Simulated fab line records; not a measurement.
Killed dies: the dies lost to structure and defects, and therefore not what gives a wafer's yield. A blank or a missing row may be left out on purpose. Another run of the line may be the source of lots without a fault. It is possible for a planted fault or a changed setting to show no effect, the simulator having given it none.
Which tool did it? ; flow n5-finfet ; Sampling: 9 lots, 26 wafers, 6 of 1938 route steps

## WHAT THE GAUGES READ, wafer by wafer
N5_ZERO_LAYER_CD_MEAS_11: the cd target is 2000 nm.
lot;measured;on;cd-nm (nm)
L703;day 1 12:47;cd-sem-01;2001.6 1999.7 2000.5
L705;day 2 00:38;cd-sem-01;2002.6 2003.0 2002.0
L706;day 2 06:46;cd-sem-02;1998.0 1999.5 1998.3
L714;day 4 06:38;cd-sem-02;1998.4 1998.5 1999.4
L717;day 5 00:46;cd-sem-03;2001.6 2002.0 2002.6
L721;day 6 00:38;cd-sem-01;2000.0 1999.2 2001.7
L724;day 6 18:40;cd-sem-03;2003.3 2001.9
L725;day 7 00:38;cd-sem-01;1999.2 1998.2 1998.1
L726;day 7 06:47;cd-sem-03;2000.1 1998.2 1998.8

N5_WELL_APT_CD_MEAS_25: the cd target is 200 nm.
lot;measured;on;cd-nm (nm)
L703;day 1 14:56;cd-sem-02;200.5 200.3 200.5
L705;day 2 03:10;cd-sem-03;201.3 201.0 202.4
L706;day 2 08:55;cd-sem-02;198.4 203.3 199.4
L714;day 4 08:58;cd-sem-03;198.8 206.0 180.2
L717;day 5 02:59;cd-sem-02;198.3 198.4 200.9
L721;day 6 03:14;cd-sem-02;202.5 204.4 203.0
L724;day 6 20:58;cd-sem-01;200.8 199.5
L725;day 7 03:07;cd-sem-01;201.2 201.0 201.7
L726;day 7 08:58;cd-sem-03;196.9 199.9 202.9

N5_BEOL_M4_RC_MEAS_101.
lot;measured;on;DIBL_N (mV/V);DIBL_P (mV/V);IOFF_N (nA/um);IOFF_P (nA/um);ION_N (uA/um);ION_P (uA/um);SS_N (mV/dec);SS_P (mV/dec);VT_N (mV);VT_P (mV)
L703;day 7 22:33;prober-02;33.8 35.2 33.9;32.6 34.7 32.7;0.12 0.15 0.13;0.15 0.20 0.16;655 672 659;446 457 447;71.0 71.0 70.7;72.9 73.3 71.9;253 248 253;-257 -250 -255
L705;day 8 12:54;prober-01;34.9 37.1 34.9;36.3 39.6 36.8;0.16 0.19 0.16;0.17 0.23 0.18;684 679 673;455 464 457;71.6 71.9 71.8;73.8 74.0 72.7;249 246 249;-252 -251 -255
L706;day 8 14:43;prober-02;40.8 37.6 37.2;41.5 38.2 36.6;0.23 0.17 0.15;0.26 0.20 0.18;683 688 675;462 465 454;72.8 71.1 71.1;74.2 73.7 73.3;245 248 251;-250 -253 -255
L714;day 11 03:36;prober-02;35.7 35.7 38.2;35.2 35.7 37.1;0.16 0.16 0.19;0.19 0.20 0.22;669 676 681;458 461 461;71.8 71.6 71.7;72.9 73.1 73.4;249 248 249;-252 -251 -252
L717;day 11 12:56;prober-01;35.1 37.4 35.0;35.0 38.1 35.1;0.14 0.18 0.14;0.20 0.25 0.21;675 676 684;470 462 471;71.0 71.0 71.4;72.8 73.8 72.9;250 248 249;-250 -248 -249
L721;day 12 13:29;prober-02;38.7 35.6 38.0;39.5 35.4 37.7;0.19 0.13 0.17;0.25 0.19 0.22;680 669 669;469 461 460;71.8 71.8 72.6;73.7 73.0 73.1;247 253 249;-249 -252 -249
L724;day 13 21:04;prober-02;33.1 36.2;32.2 36.9;0.11 0.17;0.17 0.22;649 664;458 463;70.5 72.0;72.9 72.4;253 251;-252 -249
L725;day 14 00:46;prober-02;36.9 38.9 35.3;37.0 39.9 35.8;0.17 0.21 0.16;0.25 0.29 0.22;673 687 683;465 476 472;71.8 72.7 71.2;73.1 73.8 72.8;247 247 250;-246 -243 -248
L726;day 14 23:12;prober-01;37.0 40.1 38.5;35.4 39.8 38.1;0.15 0.20 0.18;0.20 0.28 0.25;662 673 667;456 465 461;72.7 72.6 71.9;72.6 74.4 73.8;253 251 248;-251 -245 -247

## TOOL THAT RAN EACH LOT (tool first, then ch and the chambers of the sampled wafers, then the start)
lot;N5_ZERO_LAYER_ETCH_18;N5_WELL_APT_EXPOSE_22;N5_WELL_APT_DESCUM_30
L703;rie-si-02 ch 0,1,2, day 1 12:56;krf-scanner-01 ch 0, day 1 14:47;rie-diel-04 ch 0,2,3, day 1 15:04
L705;rie-si-02 ch 1,2, day 2 00:56;krf-scanner-02 ch 0, day 2 03:00;rie-diel-03 ch 0,1, day 2 03:15
L706;rie-si-02 ch 0,3, day 2 06:55;krf-scanner-02 ch 0, day 2 08:45;rie-diel-03 ch 1,2,3, day 2 09:01
L714;rie-si-03 ch 0,2,3, day 4 06:49;krf-scanner-02 ch 0, day 4 08:49;rie-diel-03 ch 0,2, day 4 09:22
L717;rie-si-05 ch 1,2, day 5 00:55;krf-scanner-01 ch 0, day 5 02:49;rie-diel-03 ch 0,1,3, day 5 03:04
L721;rie-si-05 ch 2,3, day 6 01:03;krf-scanner-01 ch 0, day 6 03:04;rie-diel-05 ch 0,1, day 6 03:20
L724;rie-si-02 ch 1,3, day 6 18:49;krf-scanner-01 ch 0, day 6 20:47;rie-diel-03 ch 0,3, day 6 21:02
L725;rie-si-02 ch 0,2,3, day 7 00:47;krf-scanner-02 ch 0, day 7 02:56;rie-diel-03 ch 1,2,3, day 7 03:12
L726;rie-si-03 ch 0,1,3, day 7 06:56;krf-scanner-02 ch 0, day 7 08:47;rie-diel-05 ch 0,2,3, day 7 09:16
- N5_ZERO_LAYER_ETCH_18: etches Si in HBr/Cl2, target depth 120 nm, time 40 s.
- N5_WELL_APT_EXPOSE_22: exposes mask PWELL, defocus 0 nm, target cd 200 nm.
- N5_WELL_APT_DESCUM_30: chemistry O2, time 7.9 s.

## WHAT THE TOOLS THEMSELVES READ (means of the sampled wafers that have a number; where no wafer has one, the mark that the record gives instead)
N5_ZERO_LAYER_ETCH_18.
lot;tool;drypump-motor-current-A (A);oes-product-au (a.u.);throttle-valve-pct (%)
L703;rie-si-02;5.4;1.000;36.59
L705;rie-si-02;5.6;0.992;36.59
L706;rie-si-02;5.3;1.000;36.65
L714;rie-si-03;5.6;1.003;36.24
L717;rie-si-05;5.6;1.019;36.36
L721;rie-si-05;5.3;1.001;36.21
L724;rie-si-02;5.4;0.990;36.39
L725;rie-si-02;5.5;0.997;36.55
L726;rie-si-03;5.8;1.012;36.21

N5_WELL_APT_DESCUM_30.
lot;tool;bias-power-w (W);drypump-motor-current-A (A);oes-product-au (a.u.);rf-vpp-V (V);showerhead-plenum-p-Torr (Torr);throttle-valve-pct (%)
L703;rie-diel-04;19.95;5.9;0.75;243.2;2.13;20.70
L705;rie-diel-03;20.05;5.8;0.70;244.1;2.16;20.54
L706;rie-diel-03;19.94;5.7;0.70;242.2;2.07;20.64
L714;rie-diel-03;20.01;5.8;0.72;243.0;2.12;20.14
L717;rie-diel-03;20.00;5.7;0.78;243.0;2.13;20.46
L721;rie-diel-05;20.02;5.9;0.76;242.3;2.05;20.28
L724;rie-diel-03;20.05;5.7;0.83;243.2;2.12;20.30
L725;rie-diel-03;19.96;5.7;0.84;242.8;2.05;20.37
L726;rie-diel-05;19.99;5.8;0.81;244.1;2.16;20.24

## THE ANSWER, worked out from the rows above alone
Rule: what is usual is taken from the lots themselves. The widest of any qualifying gaps counts: lots, ordered by their means at a reading, are off when they make up no more than a third of the lots, leave a main group of 4 or more, and stand apart from it by 3 or more times the standard deviation of that group's means. Not used: any main group whose means are identical at the precision the tables above print for the reading. A lot without any number at a reading at which 4 lots or more have one is off too. The other lots that the step has rows for count as sound. First the gauges in route order, then the tools' own readings, where a lot's mean is used as printed above. The first step at which some lot is off is used, and at that step the reading that is off furthest; a lot without a number counts as furthest.
Off, at N5_WELL_APT_CD_MEAS_25 on cd-nm: L714. Main group: mean 200.8 nm, sd 1.2.
A tool fits if, at a process step before that reading, it ran every lot that is off, and no sound lot after the first of them. Gauges at N5_WELL_APT_CD_MEAS_25: tried the same way as those tools. No candidate that was tried fits.

## WHAT HAD BEEN PUT IN BY THE SIMULATOR
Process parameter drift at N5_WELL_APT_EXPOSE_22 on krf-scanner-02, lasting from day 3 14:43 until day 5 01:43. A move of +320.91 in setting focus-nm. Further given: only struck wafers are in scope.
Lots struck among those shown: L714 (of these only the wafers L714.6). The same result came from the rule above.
